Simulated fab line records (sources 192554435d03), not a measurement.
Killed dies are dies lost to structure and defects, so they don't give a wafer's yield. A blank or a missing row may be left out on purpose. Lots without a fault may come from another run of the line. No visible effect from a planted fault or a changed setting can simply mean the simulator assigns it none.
Lot-split experiment || flow n5Finfet || on a route of 1938 steps: 7 lots, 21 wafers read

## THE SPLIT ITSELF
At N5_BEOL_M7_COAT_71 (time 60 s, resist thk 5 nm), the setting spinRpm was moved away from the recipe's 1500 rpm on 8 of the 21 wafers read, by -10.9% to +9.5%. This setting was run at the recipe's value on the other wafers.

## THE PATH FROM SPLIT TO READING: the file shows 1 step between them
- N5_BEOL_M7_DESCUM_33: chemistry O2, time 7 s (also split here: timeS)

## THE READING
etch.depthNm (the simulator's own value, which no gauge read), in nm, at N5_BEOL_M7_ETCH_72 (etches underlayer in N2/H2, target depth 6.5 nm, time 5.2 s). There is no usual value for it anywhere in the file. Average 4.994 nm, standard deviation 0.018 nm, over the 13 wafers here run with the recipe.

{"wafer": "L076.2", "tool, chamber at the split": "lithoTrack-05, 0", "spinRpm as run, rpm": 1500, "against the recipe": "recipe", "etch.depthNm, nm": 4.996, "against lot-mates on the recipe": "-"}
{"wafer": "L076.3", "tool, chamber at the split": "lithoTrack-05, 0", "spinRpm as run, rpm": 1337, "against the recipe": "-10.9%", "etch.depthNm, nm": 5.294, "against lot-mates on the recipe": "+0.292"}
{"wafer": "L076.4", "tool, chamber at the split": "lithoTrack-05, 0", "spinRpm as run, rpm": 1500, "against the recipe": "recipe", "etch.depthNm, nm": 5.007, "against lot-mates on the recipe": "-"}
{"wafer": "L081.1", "tool, chamber at the split": "lithoTrack-04, 0", "spinRpm as run, rpm": 1643, "against the recipe": "+9.5%", "etch.depthNm, nm": 4.796, "against lot-mates on the recipe": -0.214}
{"wafer": "L081.4", "tool, chamber at the split": "lithoTrack-04, 0", "spinRpm as run, rpm": 1500, "against the recipe": "recipe", "etch.depthNm, nm": 5.01, "against lot-mates on the recipe": "-"}
{"wafer": "L081.5", "tool, chamber at the split": "lithoTrack-04, 0", "spinRpm as run, rpm": 1643, "against the recipe": "+9.5%", "etch.depthNm, nm": 4.773, "against lot-mates on the recipe": -0.237}
{"wafer": "L083.1", "tool, chamber at the split": "lithoTrack-03, 0", "spinRpm as run, rpm": 1500, "against the recipe": "recipe", "etch.depthNm, nm": 4.986, "against lot-mates on the recipe": "-"}
{"wafer": "L083.2", "tool, chamber at the split": "lithoTrack-03, 0", "spinRpm as run, rpm": 1500, "against the recipe": "recipe", "etch.depthNm, nm": 4.991, "against lot-mates on the recipe": "-"}
{"wafer": "L083.5", "tool, chamber at the split": "lithoTrack-03, 0", "spinRpm as run, rpm": 1414, "against the recipe": "-5.7%", "etch.depthNm, nm": 5.142, "against lot-mates on the recipe": "+0.154"}
{"wafer": "L091.1", "tool, chamber at the split": "lithoTrack-04, 0", "spinRpm as run, rpm": 1597, "against the recipe": "+6.5%", "etch.depthNm, nm": 4.871, "against lot-mates on the recipe": -0.175}
{"wafer": "L091.3", "tool, chamber at the split": "lithoTrack-04, 0", "spinRpm as run, rpm": 1500, "against the recipe": "recipe", "etch.depthNm, nm": 5.046, "against lot-mates on the recipe": "-"}
{"wafer": "L091.6", "tool, chamber at the split": "lithoTrack-04, 0", "spinRpm as run, rpm": 1597, "against the recipe": "+6.5%", "etch.depthNm, nm": 4.863, "against lot-mates on the recipe": -0.183}
{"wafer": "L090.4", "tool, chamber at the split": "lithoTrack-05, 0", "spinRpm as run, rpm": 1500, "against the recipe": "recipe", "etch.depthNm, nm": 4.988, "against lot-mates on the recipe": "-"}
{"wafer": "L090.5", "tool, chamber at the split": "lithoTrack-05, 0", "spinRpm as run, rpm": 1500, "against the recipe": "recipe", "etch.depthNm, nm": 4.988, "against lot-mates on the recipe": "-"}
{"wafer": "L090.6", "tool, chamber at the split": "lithoTrack-05, 0", "spinRpm as run, rpm": 1500, "against the recipe": "recipe", "etch.depthNm, nm": 4.986, "against lot-mates on the recipe": "-"}
{"wafer": "L093.1", "tool, chamber at the split": "lithoTrack-03, 0", "spinRpm as run, rpm": 1500, "against the recipe": "recipe", "etch.depthNm, nm": 4.978, "against lot-mates on the recipe": "-"}
{"wafer": "L093.3", "tool, chamber at the split": "lithoTrack-03, 0", "spinRpm as run, rpm": 1500, "against the recipe": "recipe", "etch.depthNm, nm": 4.981, "against lot-mates on the recipe": "-"}
{"wafer": "L093.6", "tool, chamber at the split": "lithoTrack-03, 0", "spinRpm as run, rpm": 1500, "against the recipe": "recipe", "etch.depthNm, nm": 4.98, "against lot-mates on the recipe": "-"}
{"wafer": "L095.1", "tool, chamber at the split": "lithoTrack-05, 0", "spinRpm as run, rpm": 1574, "against the recipe": "+4.9%", "etch.depthNm, nm": 4.877, "against lot-mates on the recipe": -0.110}
{"wafer": "L095.5", "tool, chamber at the split": "lithoTrack-05, 0", "spinRpm as run, rpm": 1574, "against the recipe": "+4.9%", "etch.depthNm, nm": 4.863, "against lot-mates on the recipe": -0.124}
{"wafer": "L095.6", "tool, chamber at the split": "lithoTrack-05, 0", "spinRpm as run, rpm": 1500, "against the recipe": "recipe", "etch.depthNm, nm": 4.987, "against lot-mates on the recipe": "-"}

THE FIT
A straight line over all 21 wafers: etch.depthNm changes by -0.0239 nm for each +1% of spinRpm; r = -0.99; the points scatter about the line by 0.02 nm.
The same after taking each lot's own level away (the mean of its wafers on the recipe; 21 wafers): -0.0256 nm for each +1%; r = -1.00; scatter 0.0098 nm.
According to that fit, moving spinRpm by its largest amount changes the reading by 0.28 nm.
From 4.9797 to 5.0460 nm: that is the span of the lots' own levels, equal to 3.8 times the standard deviation above.
Consequently the slope shifts little with the lot-to-lot level, the two slopes agreeing.
Check: with one of the wafers moved furthest among these (-10.9%) left out of the fit, the line predicts +0.272 nm for it against its lot-mates. Against them it came out at +0.292 nm.

## FURTHER SPLITS ON THESE WAFERS
Before the reading, these wafers also passed through other splits. Each is held against what the fit with the lots' levels taken away leaves over:
{"other split on the same wafers": "N5_BEOL_M6_EXPOSE_08 doseMj", "wafers away from the commonest value": 4, "r with etch.depthNm (lot level and that fit taken away)": -0.23}
{"other split on the same wafers": "N5_BEOL_M7_ILD_DEP_00 timeS", "wafers away from the commonest value": 6, "r with etch.depthNm (lot level and that fit taken away)": -0.19}
{"other split on the same wafers": "N5_BEOL_M7_PECVD_70 tempC", "wafers away from the commonest value": 8, "r with etch.depthNm (lot level and that fit taken away)": "+0.17"}
{"other split on the same wafers": "N5_BEOL_M7_DESCUM_33 timeS", "wafers away from the commonest value": 9, "r with etch.depthNm (lot level and that fit taken away)": "+0.11"}

## THE FILE'S OWN FIT
etch.depthNm changes by -0.0258 nm for each +1% of spinRpm, r = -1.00.
